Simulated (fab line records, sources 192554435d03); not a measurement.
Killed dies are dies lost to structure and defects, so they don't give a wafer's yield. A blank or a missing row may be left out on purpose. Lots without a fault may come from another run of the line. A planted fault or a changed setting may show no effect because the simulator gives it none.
fab line records | flow n5_finfet
record lots=4 wafers=12 last_day=16
route steps=1938 shown BEOL_M4@1099 BEOL_M5@1112 BEOL_M11@1540 PASSIVATION@1936
lots that met no fault: from a run of the same line without faults
start_h: hours from the record's first day to the start of the lot's first wafer shown | wait_h: hours since the lot's step before | " the same as in the row above | L1.1+2: a row that stands for several wafers | - no value, or no start given | * or withheld: withheld | < > ~ a bound
route shown NAME@n: a module of which the file shows steps, and the number in the route of the first | usual: mean/standard deviation of fault-free wafers | same: alike in all rows | chamber/n: place in a boat | sites: the reading at each site | _std_site: their standard deviation | _edge_site: outer sites' mean less inner sites' | radius_mm: how far each site lies from the wafer's centre | mask NAME#n: copy n | behind: the tool/chamber that last shaped the wafer | hold: why the lot was held/for how many hours/how that ended | device: the transistor (n, p or np) that didn't switch | end of line: the same wafers' tests at the end of the route | a step without rows: its recipe alone | killed: dies lost to structure and defects at the first sort, not the wafer's yield | map: a wafer's dies, x killed, . not, _ none there
set.NAME: the setting as run; set.NAME@STEP: as run at that earlier step | model.NAME: the simulator's own value behind a step, which no gauge read
lots at some steps of the route; a table a step, a row a wafer
services: from which hour (start_h, from the record's first day; less than 0 if before it) a tool's chamber was out of use, for how many hours, and why
## steps
# step N5_BEOL_M4_ANNEAL_95
# recipe temp_c=400 time_s=240 ambient=vacuum
# step N5_BEOL_M4_SPUTTER_96
# recipe material=Cu target_thk_a=45 temp_c=-20 chamber_pressure_pa=0.07 power_w=withheld time_s=8.29
# step N5_BEOL_M4_ECD_50
# recipe material=Cu target_thk_a=3000
# step N5_BEOL_M4_ANNEAL_51
# recipe temp_c=225 time_s=90 ambient=N2
# step N5_BEOL_M4_CMP_52
# recipe stop_on=SiOC t_overpolish_s=6.8 down_force_psi=1 platen_rpm=50 clearing_platen_down_force_psi=1.5 clearing_platen_rpm=50 post_cmp_clean=cu_alkaline target_thk_nm=40 clearing_platen_pad_velocity_m_s=0.99484 pad_velocity_m_s=0.99484
# step N5_BEOL_M4_PRE_CLEAN_60
# recipe gas=NH3/H2 time_s=15 temp_c=* rf_power_w=300
# step N5_BEOL_M4_CO_CAP_55
# recipe material=Co target_thk_a=20 temp_c=200 precursor=CCTBA/H2 pressure_torr=30 time_s=102.1
# step N5_BEOL_M4_PRE_CLEAN_56
# recipe gas=NH3 time_s=15 temp_c=withheld rf_power_w=300
# step N5_BEOL_M4_DEP_57
# recipe material=SiCN target_thk_a=80 temp_c=withheld precursor=3MS/NH3 pressure_torr=3 rf_w=202 time_s=14
# step N5_BEOL_M4_RC_MEAS_101
# usual DIBL_N=36.4/1.5 DIBL_P=36.6/1.9 IOFF_N=0.155/0.021 IOFF_P=0.211/0.028 ION_N=671/8.6 ION_P=462/5.8 SS_N=71.5/0.5 SS_P=73.4/0.58 VT_N=250.1/2.4 VT_P=-250.1/3
# columns lot.wafer tool chamber start_h wait_h DIBL_N[mV/V] DIBL_P[mV/V] IOFF_N[nA/um] IOFF_P[nA/um] ION_N[uA/um] ION_P[uA/um] SS_N[mV/dec] SS_P[mV/dec] VT_N[mV] VT_P[mV]
L207.2 prober-01 0 186.62 0.2 36.9 38.2 0.157 0.202 670 455 71.2 72.7 252.9 -250.5
L207.3 " 0 " " 37.0 38.2 0.161 0.208 674 460 71.4 72.5 252.0 -248.0
L207.4 " 0 " " 38.1 38.9 0.173 0.218 676 456 73.1 74.1 252.0 -251.1
L216.1 prober-01 0 236.66 0.0 37.9 36.6 0.174 0.260 679 470 71.2 74.1 248.3 -245.9
L216.3 " 0 " " 35.9 33.9 0.145 0.215 672 467 71.5 73.4 248.4 -244.7
L216.4 " 0 " " 36.7 35.3 0.170 0.243 681 476 71.0 73.4 247.0 -244.5
L219.2 prober-02 0 253.29 0.2 38.5 39.2 0.184 0.262 689 472 71.7 74.0 246.4 -247.2
L219.4 " 0 " " 36.7 36.6 0.153 0.218 681 468 71.5 73.7 247.8 -251.6
L219.5 " 0 " " 36.9 36.5 0.154 0.214 664 458 72.1 73.5 247.7 -249.8
L224.1 prober-01 0 283.95 0.0 37.1 38.6 0.172 0.229 689 473 72.1 74.1 248.8 -249.7
L224.3 " 0 " " 35.8 36.7 0.145 0.197 674 465 71.0 73.8 250.3 -251.3
L224.5 " 0 " " 36.2 36.7 0.147 0.193 671 456 71.8 73.7 249.4 -248.3
# step N5_BEOL_M5_ILD_DEP_00
# recipe material=SiCOH_lowk target_thk_a=1406.4 temp_c=300 precursor=DEMS/porogen pressure_torr=5 rf_w=500 time_s=25.9
# step N5_BEOL_M5_CURE_79
# recipe temp_c=385 time_s=240 ambient=He/Ar material=SiCOH_lowk
# step N5_BEOL_M5_PECVD_70
# recipe material=SiO2 target_thk_a=160 temp_c=400 precursor=TEOS/O2 pressure_torr=5.5 rf_w=450 teos_flow_sccm=53.8 gas=O2 flow_sccm=3000 time_s=18
# step N5_BEOL_M5_HM_DEP_02
# recipe material=TiN target_thk_a=200 temp_c=25 chamber_pressure_pa=0.49996
# step N5_BEOL_M5_COAT_59
# recipe resist=SOC temp_c=250 time_s=60 spin_rpm=1500 resist_thk_nm=60
# step N5_BEOL_M5_COAT_60
# recipe resist=SiARC temp_c=220 time_s=60 spin_rpm=1500 resist_thk_nm=12
# step N5_BEOL_M5_COAT_71
# recipe resist=underlayer temp_c=205 time_s=60 spin_rpm=1500 resist_thk_nm=5
# step N5_BEOL_M5_COAT_05
# recipe resist=CAR-EUV spin_rpm=1500 resist_thk_nm=30
# step N5_BEOL_M5_EBR_07
# recipe solvent=PGMEA ebr_width_mm=1.5
# step N5_BEOL_M5_SOFTBAKE_06
# recipe temp_c=110 time_s=60 resist=CAR-EUV
# step N5_BEOL_M5_EXPOSE_08
# recipe mask_id=M5 na=0.33 source_shape=annular sigma_inner=0.4 sigma_outer=0.8 polarization=unpolarized target_cd_nm=28 dose_mj=35.75
# step N5_BEOL_M5_PEB_09
# recipe peb_temp_c=100 peb_time_s=60 resist=CAR-EUV
# step N5_BEOL_M5_DEVELOP_10
# recipe develop_time_s=30 developer=TMAH resist=CAR-EUV rinse_liquid=surfactant_rinse dry=air_spin dev_temp_c=23
# step N5_BEOL_M5_DESCUM_16
# recipe chemistry=O2 time_s=7 source_power_w=50 bias_power_w=20 pressure_mtorr=20 rf_frequency_hz=2.712e+07 temp_c=40 resist=CAR-EUV o2_flow_sccm=225
# step N5_BEOL_M5_ETCH_72
# recipe chemistry=N2/H2 target=underlayer target_depth_a=65 mask_material=CAR-EUV time_s=5.2 ion_energy_ev=200 pressure_mtorr=30 source_w=840 bias_w=150 n2_flow_sccm=200 h2_flow_sccm=200 ends=cleared
# step N5_BEOL_M5_ETCH_61
# recipe chemistry=CF4 target=SiARC target_depth_a=156 mask_material=CAR-EUV time_s=26 ion_energy_ev=80 pressure_mtorr=40 source_w=545 bias_w=36 Ar_flow_sccm=100 cf4_flow_sccm=100 ends=cleared
# step N5_BEOL_M5_ETCH_62
# recipe chemistry=N2/H2 target=SOC target_depth_a=750 overetch_a=150 mask_material=SiARC temp_c=40 time_s=112.5 ion_energy_ev=200 pressure_mtorr=30 source_w=840 bias_w=150 n2_flow_sccm=200 h2_flow_sccm=200
# step N5_BEOL_M5_STRIP_63
# recipe chemistry=N2/H2 temp_c=40 n2_flow_sccm=200 h2_flow_sccm=200 rf_frequency_hz=6e+07
# step N5_BEOL_M5_STRIP_73
# recipe chemistry=N2/H2 temp_c=40 n2_flow_sccm=200 h2_flow_sccm=200 rf_frequency_hz=6e+07
# step N5_BEOL_M5_STRIP_64
# recipe chemistry=CF4 resist=SiARC power_w=300 bias_power_w=75 pressure_mtorr=50 cf4_flow_sccm=150 rf_frequency_hz=6e+07
# step N5_BEOL_M5_HM_OPEN_17
# recipe chemistry=Cl2/BCl3 target_depth_a=200 overetch_a=60 target=TiN mask_material=SOC ion_energy_ev=150 pressure_mtorr=10 icp_w=1000 bias_w=126 Cl2_flow_sccm=53.25 bcl3_flow_sccm=21.75 Ar_flow_sccm=25
# step N5_BEOL_M5_STRIP_19
# recipe chemistry=O2 power_w=400 temp_c=40 pressure_mtorr=30 rf_frequency_hz=6e+07 bias_power_w=0 overash_fraction=0.2 o2_flow_sccm=225
# step N5_BEOL_M5_COAT_65
# recipe resist=SOC temp_c=250 time_s=60 spin_rpm=1500 resist_thk_nm=60
# step N5_BEOL_M5_COAT_66
# recipe resist=SiARC temp_c=220 time_s=60 spin_rpm=1500 resist_thk_nm=12
# step N5_BEOL_M11_HM_DEP_02
# recipe material=TiN target_thk_a=200 temp_c=25 chamber_pressure_pa=0.49996
# usual chamber_pressure_pa=0.5000/0.00097 substrate_temp_c=24.98/0.1 throttle_valve_pct=30.0/0.99
# columns lot.wafer tool chamber start_h wait_h chamber_pressure_pa substrate_temp_c throttle_valve_pct model.TiN_of_BEOL_M11_HM_DEP_02.thk_nm
L207.2 pvd_sputter-01 - 236.34 0.8 0.4989 25.07 30.5 20.2
L207.3 " - " " 0.4999 24.75 30.7 20.4
L207.4 " - " " 0.5007 24.96 29.3 20.4
L216.1 pvd_sputter-01 - 291.92 0.5 0.5013 24.90 29.5 33.8
L216.3 " - " " 0.5006 25.08 30.7 33.6
L216.4 " - " " 0.5001 24.98 29.9 33.6
L219.2 pvd_sputter-01 - 310.79 1.3 0.5000 24.92 30.0 33.8
L219.4 " - " " 0.5002 24.78 29.2 34
L219.5 " - " " 0.5007 24.91 30.1 33.6
L224.1 pvd_sputter-02 - 341.09 2.7 0.4996 25.27 32.0 19.8
L224.3 " - " " 0.5010 24.84 28.7 20
L224.5 " - " " 0.5014 24.86 30.4 19.8
# step N5_BEOL_M11_HM_OPEN_17
# recipe chemistry=Cl2/BCl3 target_depth_a=200 overetch_a=60 target=TiN mask_material=SOC ion_energy_ev=150 pressure_mtorr=10 icp_w=1000 bias_w=126 Cl2_flow_sccm=53.25 bcl3_flow_sccm=21.75 Ar_flow_sccm=25
# usual bias_w=126.0/0.38 drypump_motor_current_A=5.44/0.13 mfc_cl2_sccm=53.27/0.13 oes_product_au=0.67/0.08 throttle_valve_pct=22.20/0.19
# columns lot.wafer tool chamber start_h wait_h bias_w drypump_motor_current_A mfc_cl2_sccm oes_product_au rf_hours_counter_h throttle_valve_pct model.etch.depth_nm
L207.2 rie_metal-01 1 237.07 0.0 125.8 5.42 53.26 0.59 81 22.18 20.24
L207.3 " 1 " " 126.3 5.40 53.28 0.60 - 22.18 20.47
L207.4 " 0 " " 126.5 5.41 53.29 0.71 - 22.25 20.37
L216.1 rie_metal-03 1 292.78 0.0 125.5 5.43 53.36 0.89 13 21.79 26.58
L216.3 " 0 " " 125.5 5.40 53.30 0.69 - 22.19 26.42
L216.4 " 1 " " 125.4 5.42 53.45 0.89 - 21.80 26.5
L219.2 rie_metal-01 1 311.79 0.0 125.8 5.42 53.28 0.68 88 21.99 26.4
L219.4 " 0 " " 125.7 5.40 53.35 0.79 - 22.06 26.4
L219.5 " 0 " " 126.0 5.41 53.56 0.80 - 22.08 26.49
L224.1 rie_metal-02 1 341.95 0.0 125.5 5.77 53.08 0.66 43 22.37 19.85
L224.3 " 1 " " 125.7 5.78 53.32 0.66 - 22.35 19.93
L224.5 " 0 " " 125.4 5.35 53.44 0.77 - 21.83 19.86
# step N5_BEOL_M11_VIA_ETCH_34
# recipe chemistry=C4F6/O2 target=SiCOH_lowk target_depth_a=1845 mask_material=SOC taper_deg=4 time_s=69.2 ion_energy_ev=250 pressure_mtorr=30 source_w=345 bias_w=185 Ar_flow_sccm=300 C4F6_flow_sccm=10 O2_flow_sccm=10
# usual bias_w=185.1/0.51 drypump_motor_current_A=5.6/0.45 oes_product_au=0.80/0.093 rf_vpp_V=664/12 showerhead_plenum_p_Torr=2.86/0.086 throttle_valve_pct=20.85/0.22
# columns lot.wafer tool chamber start_h wait_h bias_w drypump_motor_current_A oes_product_au rf_hours_counter_h rf_vpp_V showerhead_plenum_p_Torr throttle_valve_pct
L207.2 rie_diel-03 0 238.62 0.0 184.5 5.5 0.80 113 655 2.85 20.74
L207.3 " 2 " " 184.4 4.9 0.93 23 654 2.91 20.87
L207.4 " 3 " " 185.2 5.3 0.69 - 663 2.83 20.97
L216.1 rie_diel-03 3 294.47 0.0 184.2 5.4 0.25 236 662 2.82 20.86
L216.3 " 2 " " 185.9 4.8 0.33 42 654 2.90 20.70
L216.4 " 1 " " 184.7 5.4 0.29 144 660 2.86 20.70
L219.2 rie_diel-02 3 313.84 0.0 184.2 5.8 0.27 206 679 2.94 20.82
L219.4 " 2 " " 186.0 5.2 0.28 197 647 2.82 20.85
L219.5 " 3 " " 184.7 5.7 0.27 - 678 2.94 20.82
L224.1 rie_diel-05 3 343.58 0.0 185.6 5.5 0.70 225 649 2.71 21.18
L224.3 " 1 " " 184.3 5.0 1.01 3 657 2.91 20.46
L224.5 " 2 " " 184.9 6.4 0.92 - 689 3.02 20.86
# step N5_BEOL_M11_TRENCH_ETCH_37
# recipe chemistry=C4F6/O2 target_depth_a=1488.3 target=SiCOH_lowk time_s=48 ion_energy_ev=250 pressure_mtorr=30 source_w=345 bias_w=185 Ar_flow_sccm=300 C4F6_flow_sccm=10 O2_flow_sccm=10
# usual bias_w=184.9/0.61 drypump_motor_current_A=5.6/0.45 oes_product_au=0.80/0.094 rf_vpp_V=664/12 showerhead_plenum_p_Torr=2.86/0.086 throttle_valve_pct=20.88/0.21
# columns lot.wafer tool chamber start_h wait_h bias_w drypump_motor_current_A oes_product_au rf_hours_counter_h rf_vpp_V showerhead_plenum_p_Torr throttle_valve_pct model.TiN_of_BEOL_M11_HM_DEP_02.thk_nm
L207.2 rie_diel-03 0 - - 184.1 5.5 0.79 113 655 2.85 20.77 16.2
L207.3 " 2 " " 184.4 4.8 0.91 23 655 2.91 20.86 16.4
L207.4 " 3 " " 185.4 5.3 0.69 - 662 2.83 20.99 16.2
L216.1 rie_diel-03 3 - - 185.4 5.3 0.67 236 662 2.82 21.04 29.8
L216.3 " 2 " " 185.0 4.8 0.87 42 654 2.90 20.88 29.6
L216.4 " 1 " " 185.7 5.4 0.77 144 660 2.86 20.88 29.4
L219.2 rie_diel-02 3 - - 184.9 5.8 0.72 206 679 2.94 21.02 29.6
L219.4 " 2 " " 184.1 5.2 0.74 197 649 2.82 21.06 29.8
L219.5 " 3 " " 184.2 5.8 0.72 - 678 2.94 21.01 29.6
L224.1 rie_diel-05 3 - - 184.5 5.5 0.70 225 649 2.71 21.19 15.8
L224.3 " 1 " " 184.4 5.0 1.00 3 658 2.91 20.50 15.8
L224.5 " 2 " " 184.9 6.3 0.92 - 687 3.02 20.85 15.6
# step N5_BEOL_M11_OCD_MEAS_38
# usual trench_depth_nm=149.3/2.1
# columns lot.wafer tool chamber start_h wait_h trench_depth_nm
L207.2 ocd-02 - 238.91 - 150.1
L207.3 " - " " 150.0
L207.4 " - " " 148.0
L216.1 ocd-02 - 294.75 - -
L216.3 " - " " -
L216.4 " - " " -
L219.2 ocd-01 - 314.12 - -
L219.4 " - " " -
L219.5 " - " " -
L224.1 ocd-02 - 343.87 - 148.5
L224.3 " - " " 150.9
L224.5 " - " " 151.2
# step N5_BEOL_M11_CD_MEAS_35
# recipe target_cd_nm=70 polarity=opening
# usual cd_nm=69.9/0.47
# columns lot.wafer tool chamber start_h wait_h cd_nm
L207.2 cd_sem-02 - 239.07 0.0 69.6
L207.3 " - " " 69.4
L207.4 " - " " 69.2
L216.1 cd_sem-01 - 294.90 0.0 -
L216.3 " - " " -
L216.4 " - " " -
L219.2 cd_sem-02 - 314.37 0.0 -
L219.4 " - " " -
L219.5 " - " " -
L224.1 cd_sem-02 - 344.02 0.0 69.7
L224.3 " - " " 70.2
L224.5 " - " " 69.9
# step N5_PASSIVATION_PROBE_49
# usual defect_limited_yield=91.5/1.4 killed_at_M0_to_M3=33/10 killed_at_M4_up=13/5 killed_at_contacts=13/5.6 killed_at_front_end=38/12 killed_at_other=3.9/2.7 killed_dies=100/16 killed_on_rim=13/4 killed_open=66/13 killed_short=32/7.2 sort_bin_5_function=5.0/0.97 sort_bin_6_memory=3.2/0.61 sort_n_pass=1080/16 sort_yield_pct=91.5/1.4
# same gross_dies=1180 killed_at_back_side=0 sort_bin_4_leakage[%]=0 sort_bin_8_speed[%]=0
# columns lot.wafer tool chamber start_h wait_h defect_limited_yield[%] killed_at_M0_to_M3 killed_at_M4_up killed_at_contacts killed_at_front_end killed_at_other killed_dies killed_on_rim killed_open killed_short sort_bin_5_function[%] sort_bin_6_memory[%] sort_n_pass sort_yield_pct[%]
L207.2 prober-02 - 283.81 0.1 91.4 22 11 13 49 7 102 16 68 33 4.8 3.6 1078 91.4
L207.3 prober-02 - 283.86 0.1 92.5 27 15 9 35 2 88 11 59 28 4.2 3.0 1092 92.5
L207.4 prober-02 - 283.91 0.2 87.4 28 13 22 76 10 149 20 102 46 7.8 4.6 1031 87.4
L216.1 prober-01 - 337.01 0.0 0 59 1061 19 41 0 1180 152 89 43 95.5 4.1 0 0
L216.3 prober-01 - 337.11 0.1 0 53 1072 10 41 4 1180 152 71 38 96.5 3.2 0 0
L216.4 prober-01 - 337.16 0.2 0 61 1056 16 44 3 1180 152 92 42 96.0 3.4 0 0
L219.2 prober-02 - 356.80 0.1 0 33 1088 8 49 2 1180 152 66 40 95.8 3.8 0 0
L219.4 prober-02 - 356.90 0.2 0 48 1100 7 20 5 1180 152 66 22 97.5 2.4 0 0
L219.5 prober-02 - 356.95 0.2 0 30 1097 10 37 6 1180 152 68 22 96.3 3.6 0 0
L224.1 prober-01 - 387.27 0.0 91.1 31 13 12 48 1 105 11 77 27 5.3 3.3 1075 91.1
L224.3 prober-01 - 387.37 0.1 91.7 40 17 14 27 0 98 14 64 33 4.2 4.0 1082 91.7
L224.5 prober-01 - 387.47 0.2 90.8 42 19 5 42 0 108 9 73 34 5.5 3.4 1072 90.8
# killed by level:class
L207.2 STI_FIN_REVEAL:geometric_particle:open=16 MOL_CONTACT_COAG:geometric_particle:open=10 FIN_SAQP:geometric_particle:short=8 BEOL_M4:geometric_particle:open=8 BEOL_M3:geometric_particle:open=8 STI_FIN_REVEAL:geometric_particle:short=5 BEOL_M1:geometric_particle:open=5 FIN_SAQP:geometric_particle:open=4
L207.3 BEOL_M1:geometric_particle:short=11 MOL_CONTACT_COAG:geometric_particle:open=9 FIN_SAQP:geometric_particle:open=6 BEOL_M4:geometric_particle:open=6 STI_FIN_REVEAL:geometric_particle:open=5 ILD0:geometric_particle:open=4 BEOL_M1:geometric_particle:open=4 BEOL_M3:geometric_particle:open=4
L207.4 FIN_SAQP:geometric_particle:open=27 MOL_CONTACT_COAG:geometric_particle:open=18 FIN_SAQP:geometric_particle:short=14 STI_FIN_REVEAL:geometric_particle:open=12 BEOL_M2:geometric_particle:open=10 BEOL_M0_SAQP:geometric_particle:short=5 STARTING-WAFER:geometric_particle:open=4 ILD0:geometric_particle:open=4
L216.1 BEOL_M11:area_open=1048 MOL_CONTACT_COAG:geometric_particle:open=17 BEOL_M0_SAQP:geometric_particle:short=12 FIN_SAQP:geometric_particle:open=10 BEOL_M1:geometric_particle:open=10 BEOL_M2:geometric_particle:open=10 BEOL_M0_SAQP:geometric_particle:open=10 STI_FIN_REVEAL:geometric_particle:open=9
L216.3 BEOL_M11:area_open=1069 BEOL_M2:geometric_particle:open=11 BEOL_M1:geometric_particle:open=11 BEOL_M0_SAQP:geometric_particle:open=11 STI_FIN_REVEAL:geometric_particle:open=10 DUMMY_GATE:geometric_particle:open=8 MOL_CONTACT_COAG:geometric_particle:open=8 BEOL_M0_SAQP:geometric_particle:short=8
L216.4 BEOL_M11:area_open=1044 MOL_CONTACT_COAG:geometric_particle:open=15 BEOL_M0_SAQP:geometric_particle:open=13 BEOL_M0_SAQP:geometric_particle:short=12 FIN_SAQP:geometric_particle:open=11 BEOL_M1:geometric_particle:open=10 BEOL_M2:geometric_particle:open=10 FIN_SAQP:geometric_particle:short=8
L219.2 BEOL_M11:area_open=1072 FIN_SAQP:geometric_particle:short=17 FIN_SAQP:geometric_particle:open=9 MOL_CONTACT_COAG:geometric_particle:open=7 BEOL_M3:geometric_particle:open=7 GATE_CUT:geometric_particle:short=6 BEOL_M0_SAQP:geometric_particle:open=6 BEOL_M1:geometric_particle:open=6
L219.4 BEOL_M11:area_open=1091 BEOL_M3:geometric_particle:open=17 BEOL_M1:geometric_particle:open=10 BEOL_M2:geometric_particle:open=8 MOL_CONTACT_COAG:geometric_particle:open=6 BEOL_M4:geometric_particle:open=5 STARTING-WAFER:geometric_particle:short=3 GATE_CUT:geometric_particle:short=3
L219.5 BEOL_M11:area_open=1090 BEOL_M2:geometric_particle:open=12 MOL_CONTACT_COAG:geometric_particle:open=10 BEOL_M0:geometric_particle:open=6 FIN_SAQP:geometric_particle:short=5 STI_FIN_REVEAL:geometric_particle:open=5 FIN_SAQP:geometric_particle:open=4 ILD0:geometric_particle:open=4
L224.1 STI_FIN_REVEAL:geometric_particle:open=19 BEOL_M2:geometric_particle:open=10 MOL_CONTACT_COAG:geometric_particle:open=10 FIN_SAQP:geometric_particle:open=9 BEOL_M3:geometric_particle:open=6 STARTING-WAFER:geometric_particle:open=5 BEOL_M0_SAQP:geometric_particle:short=4 STI_FIN_REVEAL:geometric_particle:short=4
L224.3 BEOL_M4:geometric_particle:open=15 MOL_CONTACT_COAG:geometric_particle:open=11 BEOL_M2:geometric_particle:open=9 BEOL_M0_SAQP:geometric_particle:open=9 FIN_SAQP:geometric_particle:short=7 GATE_CUT:geometric_particle:short=6 BEOL_M0_SAQP:geometric_particle:short=6 FIN_SAQP:geometric_particle:open=5
L224.5 BEOL_M0_SAQP:geometric_particle:open=11 STI_FIN_REVEAL:geometric_particle:open=10 BEOL_M0_SAQP:geometric_particle:short=10 BEOL_M4:geometric_particle:open=10 FIN_SAQP:geometric_particle:open=6 BEOL_M2:geometric_particle:open=6 BEOL_M4:geometric_particle:short=6 STARTING-WAFER:geometric_particle:open=6
# map L216.1 (x killed, . not)
_________________xxxxxxxxxxxx________________
______________xxxxxxxxxxxxxxxxxx_____________
___________xxxxxxxxxxxxxxxxxxxxxxxx__________
__________xxxxxxxxxxxxxxxxxxxxxxxxxx_________
________xxxxxxxxxxxxxxxxxxxxxxxxxxxxxx_______
_______xxxxxxxxxxxxxxxxxxxxxxxxxxxxxxxx______
______xxxxxxxxxxxxxxxxxxxxxxxxxxxxxxxxxx_____
_____xxxxxxxxxxxxxxxxxxxxxxxxxxxxxxxxxxxx____
____xxxxxxxxxxxxxxxxxxxxxxxxxxxxxxxxxxxxxx___
___xxxxxxxxxxxxxxxxxxxxxxxxxxxxxxxxxxxxxxxx__
___xxxxxxxxxxxxxxxxxxxxxxxxxxxxxxxxxxxxxxxx__
__xxxxxxxxxxxxxxxxxxxxxxxxxxxxxxxxxxxxxxxxxx_
__xxxxxxxxxxxxxxxxxxxxxxxxxxxxxxxxxxxxxxxxxx_
_xxxxxxxxxxxxxxxxxxxxxxxxxxxxxxxxxxxxxxxxxxxx
_xxxxxxxxxxxxxxxxxxxxxxxxxxxxxxxxxxxxxxxxxxxx
_xxxxxxxxxxxxxxxxxxxxxxxxxxxxxxxxxxxxxxxxxxxx
_xxxxxxxxxxxxxxxxxxxxxxxxxxxxxxxxxxxxxxxxxxxx
_xxxxxxxxxxxxxxxxxxxxxxxxxxxxxxxxxxxxxxxxxxxx
_xxxxxxxxxxxxxxxxxxxxxxxxxxxxxxxxxxxxxxxxxxxx
_xxxxxxxxxxxxxxxxxxxxxxxxxxxxxxxxxxxxxxxxxxxx
_xxxxxxxxxxxxxxxxxxxxxxxxxxxxxxxxxxxxxxxxxxxx
__xxxxxxxxxxxxxxxxxxxxxxxxxxxxxxxxxxxxxxxxxx_
__xxxxxxxxxxxxxxxxxxxxxxxxxxxxxxxxxxxxxxxxxx_
___xxxxxxxxxxxxxxxxxxxxxxxxxxxxxxxxxxxxxxxx__
___xxxxxxxxxxxxxxxxxxxxxxxxxxxxxxxxxxxxxxxx__
____xxxxxxxxxxxxxxxxxxxxxxxxxxxxxxxxxxxxxx___
_____xxxxxxxxxxxxxxxxxxxxxxxxxxxxxxxxxxxx____
______xxxxxxxxxxxxxxxxxxxxxxxxxxxxxxxxxx_____
_______xxxxxxxxxxxxxxxxxxxxxxxxxxxxxxxx______
________xxxxxxxxxxxxxxxxxxxxxxxxxxxxxx_______
__________xxxxxxxxxxxxxxxxxxxxxxxxxx_________
___________xxxxxxxxxxxxxxxxxxxxxxxx__________
______________xxxxxxxxxxxxxxxxxx_____________
_________________xxxxxxxxxxxx________________
# map L219.2 (x killed, . not)
_________________xxxxxxxxxxxx________________
______________xxxxxxxxxxxxxxxxxx_____________
___________xxxxxxxxxxxxxxxxxxxxxxxx__________
__________xxxxxxxxxxxxxxxxxxxxxxxxxx_________
________xxxxxxxxxxxxxxxxxxxxxxxxxxxxxx_______
_______xxxxxxxxxxxxxxxxxxxxxxxxxxxxxxxx______
______xxxxxxxxxxxxxxxxxxxxxxxxxxxxxxxxxx_____
_____xxxxxxxxxxxxxxxxxxxxxxxxxxxxxxxxxxxx____
____xxxxxxxxxxxxxxxxxxxxxxxxxxxxxxxxxxxxxx___
___xxxxxxxxxxxxxxxxxxxxxxxxxxxxxxxxxxxxxxxx__
___xxxxxxxxxxxxxxxxxxxxxxxxxxxxxxxxxxxxxxxx__
__xxxxxxxxxxxxxxxxxxxxxxxxxxxxxxxxxxxxxxxxxx_
__xxxxxxxxxxxxxxxxxxxxxxxxxxxxxxxxxxxxxxxxxx_
_xxxxxxxxxxxxxxxxxxxxxxxxxxxxxxxxxxxxxxxxxxxx
_xxxxxxxxxxxxxxxxxxxxxxxxxxxxxxxxxxxxxxxxxxxx
_xxxxxxxxxxxxxxxxxxxxxxxxxxxxxxxxxxxxxxxxxxxx
_xxxxxxxxxxxxxxxxxxxxxxxxxxxxxxxxxxxxxxxxxxxx
_xxxxxxxxxxxxxxxxxxxxxxxxxxxxxxxxxxxxxxxxxxxx
_xxxxxxxxxxxxxxxxxxxxxxxxxxxxxxxxxxxxxxxxxxxx
_xxxxxxxxxxxxxxxxxxxxxxxxxxxxxxxxxxxxxxxxxxxx
_xxxxxxxxxxxxxxxxxxxxxxxxxxxxxxxxxxxxxxxxxxxx
__xxxxxxxxxxxxxxxxxxxxxxxxxxxxxxxxxxxxxxxxxx_
__xxxxxxxxxxxxxxxxxxxxxxxxxxxxxxxxxxxxxxxxxx_
___xxxxxxxxxxxxxxxxxxxxxxxxxxxxxxxxxxxxxxxx__
___xxxxxxxxxxxxxxxxxxxxxxxxxxxxxxxxxxxxxxxx__
____xxxxxxxxxxxxxxxxxxxxxxxxxxxxxxxxxxxxxx___
_____xxxxxxxxxxxxxxxxxxxxxxxxxxxxxxxxxxxx____
______xxxxxxxxxxxxxxxxxxxxxxxxxxxxxxxxxx_____
_______xxxxxxxxxxxxxxxxxxxxxxxxxxxxxxxx______
________xxxxxxxxxxxxxxxxxxxxxxxxxxxxxx_______
__________xxxxxxxxxxxxxxxxxxxxxxxxxx_________
___________xxxxxxxxxxxxxxxxxxxxxxxx__________
______________xxxxxxxxxxxxxxxxxx_____________
_________________xxxxxxxxxxxx________________
## services
# columns tool chamber start_h hours kind
rie_diel-05 0 215.24 3.8 repair
rie_diel-05 0 241.21 - clean
rie_diel-05 0 241.21 - consumable_replace:focus_ring
rie_diel-05 0 241.21 16.2 scheduled_down
rie_diel-05 0 241.21 16.2 vent_cycle
rie_diel-02 - 243.38 28.1 pm
rie_diel-05 - 253.86 0.2 repair
rie_diel-05 2 270.57 - clean
rie_diel-05 2 270.57 - consumable_replace:focus_ring
rie_diel-05 2 270.57 - consumable_replace:showerhead
rie_diel-05 2 270.57 31.4 scheduled_down
rie_diel-05 2 270.57 31.4 vent_cycle
rie_diel-02 3 290.29 7.6 repair
rie_diel-02 1 297.44 11.5 repair
rie_metal-02 - 312.15 1.4 pm
rie_diel-03 0 312.23 12.7 repair
rie_diel-05 1 313.46 - clean
rie_diel-05 1 313.46 - consumable_replace:focus_ring
rie_diel-05 1 313.46 15.3 scheduled_down
rie_diel-05 1 313.46 15.3 vent_cycle
rie_metal-03 1 318.88 3.7 repair
## key
first_sign step=N5_BEOL_M11_VIA_ETCH_34 reading=oes_product_au direction=down sigmas=5.6 usual=0.80 struck=0.28
effect step=N5_BEOL_M11_OCD_MEAS_38 reading=trench_depth_nm direction=missing
effect step=N5_BEOL_M11_CD_MEAS_35 reading=cd_nm direction=missing
effect step=N5_PASSIVATION_PROBE_49 reading=killed_at_M4_up direction=up sigmas=99+ usual=13 struck=1079
model_effect step=N5_BEOL_M11_HM_DEP_02 value=TiN_of_BEOL_M11_HM_DEP_02.thk_nm without=19.73 struck=33.73
model_effect step=N5_BEOL_M11_HM_OPEN_17 value=etch.depth_nm without=19.71 struck=26.47
model_effect step=N5_BEOL_M11_TRENCH_ETCH_37 value=TiN_of_BEOL_M11_HM_DEP_02.thk_nm without=15.63 struck=29.63
more_kills_born_at N5_BEOL_M11_HM_OPEN_17@rie_metal-01=3253 N5_BEOL_M11_HM_OPEN_17@rie_metal-03=3161
met_at N5_BEOL_M11_HM_DEP_02
struck_wafers L216.1,L216.3,L216.4,L219.2,L219.4,L219.5
later_rows_left_out L216.1,L216.3,L216.4,L219.2,L219.4,L219.5
onset_between 236.34 291.92
fault kind=process_parameter_drift tool=pvd_sputter-01 chamber=- onset_h=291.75 steps=N5_BEOL_M11_HM_DEP_02 channel=target_thk_a offset=* shape=step end_h=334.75 acts_in=* stated=*
# later_rows_left_out: the simulator's readings of these wafers behind a module that went badly wrong aren't trusted and aren't shown, but for the sort
